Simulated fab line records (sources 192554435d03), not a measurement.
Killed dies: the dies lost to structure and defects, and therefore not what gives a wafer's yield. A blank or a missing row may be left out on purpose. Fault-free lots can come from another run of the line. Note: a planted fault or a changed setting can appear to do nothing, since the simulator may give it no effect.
fab line records	flow n5-finfet
record: lots: 10	wafers: 30	last-day: 19
route steps=1938 shown MOL_CONTACT_COAG@529 BEOL_M4@1111 PASSIVATION@1936
lots with no fault: from the same line, run without faults
start-h: the number of hours between the record's first day and the start of the first shown wafer of the lot	wait-h: hours since the lot's step before	" unchanged from the row above	L1.1+2: a row that stands for several wafers	- either no value or no given start	* or withheld: withheld	< > ~ a bound
route shown NAME@n: a module of which the file shows steps, and the number in the route of the first	usual: mean/standard deviation taken from wafers without a fault	same: alike in all rows	chamber/n: place in a boat	sites: readings site by site	_std_site: the values' standard deviation	_edge_site: outer sites' mean less inner sites'	radius-mm: for every site, how far away it sits from the centre of the wafer	mask NAME#n: copy n	behind: the most recent tool/chamber to have shaped the wafer	hold: what put the lot on hold/how long, in hours/how the hold closed	device: whichever transistor did not switch (one of n, p or np)	end of line: the route-end tests of the same wafers	a step given without rows: its recipe and nothing more	killed: not the wafer's yield, but the dies lost to structure and defects at the first sort	map: dies across one wafer; x = killed, . = not, _ = none there
set.NAME: the setting as run; set.NAME@STEP: as run at that earlier step	model.NAME: the simulator's own value behind a step, which no gauge read
steps of the route over a sample of lots; a table a step, a row a wafer
services: from which hour (start-h, from the record's first day; less than 0 if before it) a tool's chamber was out of use, for how many hours, and why
== steps ==
step: N5_MOL_CONTACT_COAG_DESCUM_13
recipe: chemistry: O2	time-s: 7	source-power-w: 50	bias-power-w: 20	pressure-mtorr: 20	rf-frequency-hz: 2.712e+07	temp-c: 40	resist: CAR-EUV	o2-flow-sccm: 225
usual: drypump-motor-current-A: 5.7/0.43	oes-product-au: 0.74/0.048	rf-fwd-power-W: 49.46/0.19	rf-vpp-V: 243.2/1.5	showerhead-plenum-p-Torr: 2.09/0.087	throttle-valve-pct: 20.51/0.25
same: time-s: 7
lot.wafer	tool	chamber	start-h	wait-h	drypump-motor-current-A	oes-product-au	rf-fwd-power-W	rf-hours-counter-h	rf-vpp-V	showerhead-plenum-p-Torr	throttle-valve-pct
L765.2	rie-diel-05	1	95.43	0.4	6.5	0.69	49.70	205	242.8	1.97	20.51
L765.4	"	0	"	"	5.6	0.72	49.90	177	242.8	2.09	20.87
L765.5	"	0	"	"	5.6	0.71	49.91	-	243.3	2.09	20.87
L767.2	rie-diel-04	2	105.71	0.1	6.1	0.77	49.48	164	241.2	2.00	20.26
L767.3	"	0	"	"	5.6	0.82	49.23	57	241.9	2.04	20.05
L767.6	"	1	"	"	5.3	0.73	49.36	-	243.3	2.19	20.89
L768.1	rie-diel-02	1	113.91	0.0	5.8	0.74	49.47	179	245.7	2.17	20.61
L768.2	"	2	"	"	6.4	0.86	49.22	46	245.6	2.24	20.41
L768.6	"	3	"	"	4.9	0.73	49.71	-	242.5	2.06	20.30
L774.1	rie-diel-05	1	147.97	0.0	6.5	0.68	49.55	221	241.9	1.97	20.53
L774.4	"	2	"	"	5.5	0.74	49.37	185	245.4	2.19	20.44
L774.5	"	2	"	"	5.5	0.75	49.17	-	243.8	2.19	20.44
L776.2	rie-diel-02	1	166.86	0.1	5.8	0.72	49.51	196	244.5	2.17	20.64
L776.5	"	2	"	"	6.4	0.83	49.50	-	244.9	2.23	20.43
L776.6	"	3	"	"	4.9	0.72	49.48	-	243.5	2.05	20.31
L778.2	rie-diel-04	1	176.18	0.0	5.3	0.72	49.55	208	243.7	2.18	20.93
L778.3	"	3	"	"	5.7	0.70	49.51	212	243.7	2.17	20.81
L778.4	"	2	"	"	6.1	0.74	49.28	189	241.5	1.99	20.30
L780.3	rie-diel-02	3	182.65	0.1	4.9	0.70	49.56	216	244.2	2.05	20.33
L780.4	"	2	"	"	6.4	0.83	49.08	68	246.3	2.23	20.45
L780.5	"	0	"	"	5.8	0.69	49.67	-	243.1	1.98	20.43
L781.1	rie-diel-02	1	194.90	0.0	5.8	0.70	49.55	206	246.2	2.16	20.64
L781.2	"	0	"	"	5.8	0.68	49.50	248	241.8	1.98	20.44
L781.4	"	3	"	"	4.9	0.71	49.37	220	242.4	2.05	20.33
L783.3	rie-diel-02	1	201.27	0.0	5.8	0.71	49.53	208	244.2	2.16	20.64
L783.4	"	3	"	"	4.9	0.71	49.78	221	242.8	2.05	20.33
L783.6	"	3	"	"	4.9	0.71	49.72	-	242.7	2.05	20.33
L785.1	rie-diel-04	3	219.05	0.1	5.8	0.69	49.68	226	242.6	2.16	20.83
L785.4	"	0	"	"	5.6	0.79	49.52	97	241.1	2.02	20.10
L785.5	"	1	"	"	5.3	0.70	49.35	-	243.2	2.18	20.96
step: N5_MOL_CONTACT_COAG_CD_MEAS_99
recipe: target-cd-nm: 17.2	polarity: opening
usual: cd-nm: 17.1/0.42
lot.wafer	tool	chamber	start-h	wait-h	cd-nm
L765.2	cd-sem-01	-	95.83	-	17.9
L765.4	"	-	"	"	17.4
L765.5	"	-	"	"	17.4
L767.2	cd-sem-02	-	106.11	-	17.8
L767.3	"	-	"	"	17.0
L767.6	"	-	"	"	17.0
L768.1	cd-sem-03	-	114.31	-	16.9
L768.2	"	-	"	"	16.3
L768.6	"	-	"	"	17.2
L774.1	cd-sem-03	-	148.37	-	17.1
L774.4	"	-	"	"	16.8
L774.5	"	-	"	"	16.9
L776.2	cd-sem-01	-	167.26	-	17.1
L776.5	"	-	"	"	16.4
L776.6	"	-	"	"	17.1
L778.2	cd-sem-03	-	176.58	-	17.5
L778.3	"	-	"	"	17.1
L778.4	"	-	"	"	17.6
L780.3	cd-sem-01	-	183.05	-	16.9
L780.4	"	-	"	"	17.0
L780.5	"	-	"	"	16.7
L781.1	cd-sem-03	-	195.30	-	17.5
L781.2	"	-	"	"	17.5
L781.4	"	-	"	"	17.3
L783.3	cd-sem-02	-	201.67	-	17.1
L783.4	"	-	"	"	17.4
L783.6	"	-	"	"	16.9
L785.1	cd-sem-03	-	219.44	-	16.3
L785.4	"	-	"	"	17.0
L785.5	"	-	"	"	16.3
step: N5_MOL_CONTACT_COAG_IMPLANT_129
recipe: species: Ge	energy-kev: 3	dose-cm2: 6e+14	tilt-deg: 0	rotation-deg: 0
usual: beam-on-s: 38.4/0.86	dose-ions-cm2: 6e+14/5.9e+11	rotation-deg: 0.001/0.019
lot.wafer	tool	chamber	start-h	wait-h	beam-on-s	dose-ions-cm2	rotation-deg
L765.2	implanter-02	0	95.89	0.1	37.4	6.004e+14	0.005
L765.4	"	0	"	"	38.1	5.994e+14	-0.006
L765.5	"	0	"	"	39.1	5.995e+14	-0.014
L767.2	implanter-02	0	106.17	0.1	39.1	6.003e+14	-0.010
L767.3	"	0	"	"	37.6	5.992e+14	0.000
L767.6	"	0	"	"	38.6	5.996e+14	0.014
L768.1	implanter-02	0	114.34	0.0	39.5	5.993e+14	0.032
L768.2	"	0	"	"	36.7	6.006e+14	0.007
L768.6	"	0	"	"	36.4	5.996e+14	0.019
L774.1	implanter-02	0	148.41	0.0	20.4	3.172e+14	0.025
L774.4	"	0	"	"	20.3	3.167e+14	0.010
L774.5	"	0	"	"	20.6	3.171e+14	0.022
L776.2	implanter-02	0	167.32	0.1	20.3	3.176e+14	0.011
L776.5	"	0	"	"	20.0	3.178e+14	-0.028
L776.6	"	0	"	"	21.1	3.179e+14	0.012
L778.2	implanter-01	0	176.66	0.1	40.1	6.002e+14	0.034
L778.3	"	0	"	"	37.9	5.994e+14	-0.002
L778.4	"	0	"	"	39.1	5.999e+14	0.005
L780.3	implanter-01	0	183.14	0.1	38.2	5.994e+14	-0.019
L780.4	"	0	"	"	40.0	5.998e+14	-0.023
L780.5	"	0	"	"	38.7	5.998e+14	-0.033
L781.1	implanter-01	0	195.33	0.0	38.3	5.99e+14	-0.013
L781.2	"	0	"	"	38.1	5.991e+14	-0.020
L781.4	"	0	"	"	37.5	5.996e+14	-0.016
L783.3	implanter-01	0	201.76	0.1	37.9	6.002e+14	-0.018
L783.4	"	0	"	"	39.4	6.008e+14	-0.002
L783.6	"	0	"	"	38.5	6.006e+14	-0.022
L785.1	implanter-01	0	219.48	0.0	37.7	5.998e+14	0.007
L785.4	"	0	"	"	38.4	6.005e+14	0.017
L785.5	"	0	"	"	39.8	6.002e+14	-0.022
step: N5_MOL_CONTACT_COAG_TI_SIL_19
recipe: material: Ti	target-thk-a: 42	temp-c: 200	chamber-pressure-pa: 5	power-w: 5000	time-s: 15
usual: throttle-valve-pct: 30.2/0.94
same: time-s: 15
lot.wafer	tool	chamber	start-h	wait-h	throttle-valve-pct
L765.2	pvd-sputter-02	-	97.05	0.9	30.0
L765.4	"	-	"	"	30.1
L765.5	"	-	"	"	30.1
L767.2	pvd-sputter-01	-	107.38	0.2	30.3
L767.3	"	-	"	"	28.1
L767.6	"	-	"	"	30.0
L768.1	pvd-sputter-02	-	114.76	0.2	29.7
L768.2	"	-	"	"	29.9
L768.6	"	-	"	"	31.8
L774.1	pvd-sputter-02	-	150.30	0.2	30.0
L774.4	"	-	"	"	30.1
L774.5	"	-	"	"	31.5
L776.2	pvd-sputter-02	-	168.15	0.3	30.2
L776.5	"	-	"	"	30.4
L776.6	"	-	"	"	30.0
L778.2	pvd-sputter-03	-	177.04	0.1	30.3
L778.3	"	-	"	"	31.5
L778.4	"	-	"	"	30.1
L780.3	pvd-sputter-01	-	183.83	0.1	30.1
L780.4	"	-	"	"	30.5
L780.5	"	-	"	"	28.0
L781.1	pvd-sputter-03	-	195.96	0.4	30.2
L781.2	"	-	"	"	31.4
L781.4	"	-	"	"	31.6
L783.3	pvd-sputter-03	-	202.18	0.2	29.9
L783.4	"	-	"	"	30.0
L783.6	"	-	"	"	30.1
L785.1	pvd-sputter-01	-	219.93	0.2	30.3
L785.4	"	-	"	"	28.3
L785.5	"	-	"	"	30.1
step: N5_BEOL_M4_RC_MEAS_101
usual: DIBL_N: 36.6/1.9	DIBL_P: 36.7/2.2	IOFF_N: 0.16/0.035	IOFF_P: 0.22/0.038	ION_N: 672/14	ION_P: 462/8.3	SS_N: 71.6/0.65	SS_P: 73.5/0.72	VT_N: 250/3.5	VT_P: -250/3.1
lot.wafer	tool	chamber	start-h	wait-h	DIBL_N[mV/V]	DIBL_P[mV/V]	IOFF_N[nA/um]	IOFF_P[nA/um]	ION_N[uA/um]	ION_P[uA/um]	SS_N[mV/dec]	SS_P[mV/dec]	VT_N[mV]	VT_P[mV]
L765.2	prober-02	0	202.64	0.2	37.8	36.2	0.15	0.21	666	459	71.6	72.7	250	-249
L765.4	"	0	"	"	42.0	40.1	0.27	0.27	682	458	73.9	74.7	245	-249
L765.5	"	0	"	"	34.8	33.9	0.13	0.18	680	468	71.1	72.6	252	-251
L768.1	prober-02	0	207.69	0.0	36.5	36.7	0.15	0.19	653	448	71.6	73.3	254	-258
L768.2	"	0	"	"	34.4	34.7	0.12	0.16	667	453	71.0	72.7	254	-257
L768.6	"	0	"	"	33.4	32.6	0.11	0.14	650	442	70.7	71.6	257	-257
L767.2	prober-02	0	213.24	0.2	35.1	35.1	0.14	0.18	679	466	71.7	72.6	252	-252
L767.3	"	0	"	"	36.8	37.9	0.16	0.22	668	460	71.1	74.0	253	-251
L767.6	"	0	"	"	35.6	36.8	0.15	0.21	680	469	70.9	72.8	250	-249
L774.1	prober-02	0	257.28	0.0	34.1	33.4	0.13	0.17	650	448	71.7	72.8	254	-253
L774.4	"	0	"	"	33.8	32.8	0.12	0.16	656	454	71.4	72.9	256	-253
L774.5	"	0	"	"	33.7	32.6	0.12	0.16	642	439	71.3	72.9	258	-251
L776.2	prober-01	0	257.68	0.2	39.4	38.3	0.19	0.29	660	458	72.1	74.2	249	-245
L776.5	"	0	"	"	37.4	34.6	0.15	0.22	660	462	71.8	73.2	252	-248
L776.6	"	0	"	"	37.5	36.3	0.16	0.26	674	468	72.5	73.5	251	-248
L778.2	prober-02	0	279.73	0.2	34.9	35.8	0.13	0.18	671	456	72.0	73.1	253	-253
L778.3	"	0	"	"	36.9	37.6	0.18	0.22	673	454	72.6	73.7	250	-250
L778.4	"	0	"	"	36.8	38.6	0.17	0.24	672	463	71.8	73.5	249	-248
L780.3	prober-01	0	291.31	0.3	38.8	40.6	0.21	0.29	670	462	72.3	74.8	247	-244
L780.4	"	0	"	"	35.6	36.4	0.15	0.21	656	456	71.5	72.8	253	-249
L780.5	"	0	"	"	38.5	40.4	0.21	0.30	670	467	72.9	74.9	245	-247
L781.1	prober-02	0	293.14	0.0	36.2	37.9	0.19	0.24	674	467	71.5	74.5	246	-247
L781.2	"	0	"	"	36.8	38.9	0.19	0.25	671	464	71.4	73.9	248	-248
L781.4	"	0	"	"	35.7	37.4	0.18	0.23	679	465	72.3	73.9	247	-247
L783.3	prober-02	0	297.27	0.3	40.8	42.0	0.26	0.32	692	467	72.9	74.4	245	-245
L783.4	"	0	"	"	35.1	35.6	0.14	0.21	663	457	71.1	73.1	251	-249
L783.6	"	0	"	"	36.6	36.8	0.16	0.21	676	462	71.7	73.4	250	-251
L785.1	prober-02	0	326.31	0.0	38.1	37.1	0.19	0.25	669	458	71.4	73.8	249	-248
L785.4	"	0	"	"	35.2	34.2	0.14	0.19	680	466	71.2	72.6	251	-250
L785.5	"	0	"	"	35.7	34.4	0.14	0.21	678	474	71.6	73.6	249	-248
step: N5_PASSIVATION_PROBE_49
usual: defect-limited-yield: 91.6/1.4	killed_at_M0_to_M3: 35/10	killed_at_M4_up: 13/4.8	killed-at-contacts: 12/7.2	killed-at-front-end: 36/12	killed-at-other: 4/3.1	killed-dies: 100/17	killed-open: 66/13	killed-short: 32/7.3	sort_bin_4_leakage: 0.00/0.0099	sort_bin_5_function: 5.0/0.94	sort_bin_6_memory: 3.1/0.67	sort_bin_8_speed: 0.01/0.047	sort-n-pass: 1080/17	sort-yield-pct: 91.6/1.4
same: gross-dies: 1180	killed-at-back-side: 0
lot.wafer	tool	chamber	start-h	wait-h	defect-limited-yield[%]	killed_at_M0_to_M3	killed_at_M4_up	killed-at-contacts	killed-at-front-end	killed-at-other	killed-dies	killed-open	killed-short	sort_bin_4_leakage[%]	sort_bin_5_function[%]	sort_bin_6_memory[%]	sort_bin_8_speed[%]	sort-n-pass	sort-yield-pct[%]
L768.1	prober-02	-	322.84	0.0	91.3	38	6	29	27	3	103	63	40	0	4.8	3.6	0	1077	91.3
L768.2	prober-02	-	322.89	0.1	90.0	22	10	37	45	4	118	75	43	0	5.9	3.7	0	1062	90.0
L768.6	prober-02	-	323.09	0.3	89.1	26	13	26	61	3	129	76	51	0	6.4	4.1	0.08	1051	89.1
L767.2	prober-02	-	323.42	0.1	89.7	52	14	11	42	2	121	90	30	0	6.8	3.2	0	1059	89.7
L767.3	prober-02	-	323.47	0.1	89.9	59	7	10	41	2	119	78	40	0	6.4	3.3	0	1061	89.9
L767.6	prober-02	-	323.62	0.3	91.1	38	12	13	39	3	105	71	33	0	5.5	3.1	0	1075	91.1
L778.2	prober-02	-	407.22	0.1	93.5	22	16	12	23	4	77	53	24	0	3.5	2.6	0	1103	93.5
L778.3	prober-02	-	407.27	0.1	92.7	32	18	15	19	2	86	60	26	0	4.2	3.0	0	1094	92.7
L778.4	prober-02	-	407.32	0.2	92.4	29	20	11	27	3	90	61	29	0	4.4	3.2	0	1090	92.4
L780.3	prober-01	-	412.19	0.1	93.0	18	10	12	39	4	83	58	25	0	4.7	2.3	0	1097	93.0
L780.4	prober-01	-	412.24	0.2	92.0	33	7	16	35	3	94	56	38	0	5.1	2.8	0	1086	92.0
L780.5	prober-01	-	412.29	0.2	94.0	38	8	5	20	0	71	41	30	0	3.3	2.5	0	1109	94.0
L783.3	prober-01	-	418.66	0.1	92.1	41	16	5	29	2	93	65	28	0	4.7	3.0	0	1087	92.1
L783.4	prober-01	-	418.71	0.2	91.9	32	15	8	38	3	96	61	34	0	5.0	2.7	0	1084	91.9
L783.6	prober-01	-	418.81	0.3	92.9	28	14	6	34	2	84	56	28	0	3.7	3.1	0	1096	92.9
L785.1	prober-02	-	443.70	0.0	91.6	27	12	11	46	3	99	66	33	0	5.8	2.5	0	1081	91.6
L785.4	prober-02	-	443.85	0.2	87.4	38	26	17	63	5	149	95	54	0	7.2	5.0	0	1031	87.4
L785.5	prober-02	-	443.90	0.2	89.7	46	18	8	46	4	122	84	35	0	6.5	3.6	0	1058	89.7
killed by level:class
L768.1 MOL_CONTACT_COAG:geometric-particle:open=23 BEOL_M0_SAQP:geometric-particle:short=13 FIN_SAQP:geometric-particle:short=8 BEOL_M2:geometric-particle:open=8 BEOL_M0_SAQP:geometric-particle:open=7 MOL_CONTACT_COAG:geometric-particle:short=6 FIN_SAQP:geometric-particle:open=5 BEOL_M2:geometric-particle:short=4
L768.2 MOL_CONTACT_COAG:geometric-particle:open=26 MOL_CONTACT_COAG:geometric-particle:short=11 FIN_SAQP:geometric-particle:open=10 FIN_SAQP:geometric-particle:short=10 GATE_CUT:geometric-particle:short=7 BEOL_M4:geometric-particle:open=7 STI_FIN_REVEAL:geometric-particle:open=6 BEOL_M2:geometric-particle:open=6
L768.6 FIN_SAQP:geometric-particle:short=21 MOL_CONTACT_COAG:geometric-particle:open=21 FIN_SAQP:geometric-particle:open=17 GATE_CUT:geometric-particle:short=10 BEOL_M0_SAQP:geometric-particle:open=8 BEOL_M0_SAQP:geometric-particle:short=6 MOL_CONTACT_COAG:geometric-particle:short=5 STI_FIN_REVEAL:geometric-particle:open=4
L767.2 BEOL_M3:geometric-particle:open=17 BEOL_M2:geometric-particle:open=13 FIN_SAQP:geometric-particle:open=10 MOL_CONTACT_COAG:geometric-particle:open=8 DUMMY_GATE:geometric-particle:open=6 BEOL_M1:geometric-particle:open=6 BEOL_M4:geometric-particle:open=5 BEOL_M6:geometric-particle:open=5
L767.3 BEOL_M3:geometric-particle:open=17 BEOL_M1:geometric-particle:open=14 FIN_SAQP:geometric-particle:open=8 BEOL_M2:geometric-particle:open=8 STI_FIN_REVEAL:geometric-particle:open=7 GATE_CUT:geometric-particle:short=7 MOL_CONTACT_COAG:geometric-particle:open=7 BEOL_M3:geometric-particle:short=5
L767.6 FIN_SAQP:geometric-particle:open=14 MOL_CONTACT_COAG:geometric-particle:open=9 FIN_SAQP:geometric-particle:short=7 BEOL_M4:geometric-particle:open=7 BEOL_M1:geometric-particle:open=6 BEOL_M2:geometric-particle:open=6 BEOL_M0_SAQP:geometric-particle:open=5 BEOL_M0_SAQP:geometric-particle:short=5
L778.2 MOL_CONTACT_COAG:geometric-particle:open=9 BEOL_M0_SAQP:geometric-particle:short=8 BEOL_M1:geometric-particle:open=6 BEOL_M4:geometric-particle:open=6 BEOL_M0_SAQP:geometric-particle:open=4 FIN_SAQP:geometric-particle:open=3 FIN_CUT:geometric-particle:open=3 STI_FIN_REVEAL:geometric-particle:open=3
L778.3 MOL_CONTACT_COAG:geometric-particle:open=15 BEOL_M4:geometric-particle:open=11 BEOL_M0_SAQP:geometric-particle:short=8 BEOL_M0_SAQP:geometric-particle:open=6 BEOL_M0:geometric-particle:open=5 BEOL_M2:geometric-particle:open=5 FIN_SAQP:geometric-particle:open=4 STI_FIN_REVEAL:geometric-particle:short=3
L778.4 BEOL_M4:geometric-particle:open=14 MOL_CONTACT_COAG:geometric-particle:open=10 BEOL_M0_SAQP:geometric-particle:open=9 BEOL_M1:geometric-particle:open=6 FIN_SAQP:geometric-particle:short=5 BEOL_M2:geometric-particle:open=5 BEOL_M0_SAQP:geometric-particle:short=4 STARTING-WAFER:geometric-particle:short=4
L780.3 STI_FIN_REVEAL:geometric-particle:open=13 MOL_CONTACT_COAG:geometric-particle:open=8 BEOL_M0_SAQP:geometric-particle:short=5 BEOL_M3:geometric-particle:open=5 GATE_CUT:geometric-particle:short=4 MOL_CONTACT_COAG:geometric-particle:short=4 BEOL_M0_SAQP:geometric-particle:open=4 STI_FIN_REVEAL:geometric-particle:short=3
L780.4 STI_FIN_REVEAL:geometric-particle:open=13 MOL_CONTACT_COAG:geometric-particle:open=12 FIN_SAQP:geometric-particle:short=10 BEOL_M0_SAQP:geometric-particle:short=7 BEOL_M0_SAQP:geometric-particle:open=7 BEOL_M1:geometric-particle:open=5 BEOL_M3:geometric-particle:open=5 GATE_CUT:geometric-particle:short=4
L780.5 BEOL_M0_SAQP:geometric-particle:open=18 BEOL_M0_SAQP:geometric-particle:short=11 FIN_SAQP:geometric-particle:short=5 BEOL_M4:geometric-particle:open=5 STARTING-WAFER:geometric-particle:short=4 BEOL_M2:geometric-particle:open=4 DUMMY_GATE:geometric-particle:open=3 MOL_CONTACT_COAG:geometric-particle:short=3
L783.3 BEOL_M0_SAQP:geometric-particle:open=12 BEOL_M4:geometric-particle:open=9 GATE_CUT:geometric-particle:short=7 BEOL_M0_SAQP:geometric-particle:short=7 BEOL_M1:geometric-particle:open=7 BEOL_M2:geometric-particle:open=6 STI_FIN_REVEAL:geometric-particle:open=5 BEOL_M2:geometric-particle:short=5
L783.4 BEOL_M0_SAQP:geometric-particle:open=8 BEOL_M4:geometric-particle:open=8 FIN_SAQP:geometric-particle:open=7 FIN_SAQP:geometric-particle:short=6 GATE_CUT:geometric-particle:short=6 BEOL_M0_SAQP:geometric-particle:short=5 MOL_CONTACT_COAG:geometric-particle:open=5 BEOL_M2:geometric-particle:open=5
L783.6 STI_FIN_REVEAL:geometric-particle:open=12 BEOL_M1:geometric-particle:open=9 BEOL_M2:geometric-particle:open=7 BEOL_M4:geometric-particle:open=7 MOL_CONTACT_COAG:geometric-particle:open=5 STARTING-WAFER:geometric-particle:short=5 BEOL_M0_SAQP:geometric-particle:short=4 BEOL_M1:geometric-particle:short=4
L785.1 FIN_SAQP:geometric-particle:short=14 MOL_CONTACT_COAG:geometric-particle:open=11 FIN_SAQP:geometric-particle:open=7 GATE_CUT:geometric-particle:short=7 STI_FIN_REVEAL:geometric-particle:open=6 BEOL_M0_SAQP:geometric-particle:open=6 BEOL_M1:geometric-particle:open=6 BEOL_M2:geometric-particle:open=6
L785.4 BEOL_M4:geometric-particle:open=16 MOL_CONTACT_COAG:geometric-particle:open=13 STI_FIN_REVEAL:geometric-particle:open=12 BEOL_M0_SAQP:geometric-particle:short=11 FIN_SAQP:geometric-particle:short=10 FIN_SAQP:geometric-particle:open=8 BEOL_M2:geometric-particle:open=7 STI_FIN_REVEAL:geometric-particle:short=6
L785.5 BEOL_M1:geometric-particle:open=17 BEOL_M4:geometric-particle:open=9 FIN_SAQP:geometric-particle:short=7 BEOL_M0_SAQP:geometric-particle:open=7 BEOL_M3:geometric-particle:open=7 BEOL_M1:geometric-particle:short=7 FIN_SAQP:geometric-particle:open=5 STI_FIN_REVEAL:geometric-particle:open=5
== services ==
tool	chamber	start-h	hours	kind
implanter-02	-	78.44	4.1	repair
implanter-01	-	89.63	10.3	repair
pvd-sputter-03	-	107.51	2.6	repair
implanter-02	-	108.62	3.7	pm
rie-diel-05	-	117.75	0.6	repair
implanter-02	-	120.52	3.8	pm
rie-diel-05	-	126.84	0.3	repair
pvd-sputter-02	-	134.88	5.2	repair
pvd-sputter-03	-	139.96	3.3	repair
rie-diel-04	0	146.11	2.5	repair
pvd-sputter-02	-	168.67	3.0	repair
implanter-02	-	185.95	0.8	repair
implanter-01	-	198.77	2.5	pm
rie-diel-02	0	205.33	-	clean
rie-diel-02	0	205.33	-	consumable-replace:focus-ring
rie-diel-02	0	205.33	-	consumable-replace:showerhead
rie-diel-02	0	205.33	23.1	scheduled-down
rie-diel-02	0	205.33	23.1	vent-cycle
== key ==
first-sign: step: N5_MOL_CONTACT_COAG_IMPLANT_129	reading: dose-ions-cm2	direction: down	sigmas: 99+	usual: 6e+14	struck: 3.174e+14
effect: step: N5_MOL_CONTACT_COAG_IMPLANT_129	reading: beam-on-s	direction: down	sigmas: 21	usual: 38.4	struck: 20.5
met-at N5_MOL_CONTACT_COAG_IMPLANT_129
struck-lots L774,L776
rows-end L774.1,L774.4,L774.5,L776.2,L776.5,L776.6
not-acting-at N5_MOL_CONTACT_COAG_DESCUM_13,N5_MOL_CONTACT_COAG_CD_MEAS_99,N5_MOL_CONTACT_COAG_TI_SIL_19
onset-between 114.34 148.41
fault: kind: process-parameter-drift	tool: implanter-02	chamber: -	onset-h: 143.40	steps: N5_MOL_CONTACT_COAG_IMPLANT_129	channel: dose-cm2	offset: -2.8267e+14	shape: step	acts-in: these-recipes-only	stated: 6e+14
rows-end: these wafers met a further fault down the route, and their rows from its step on are left out
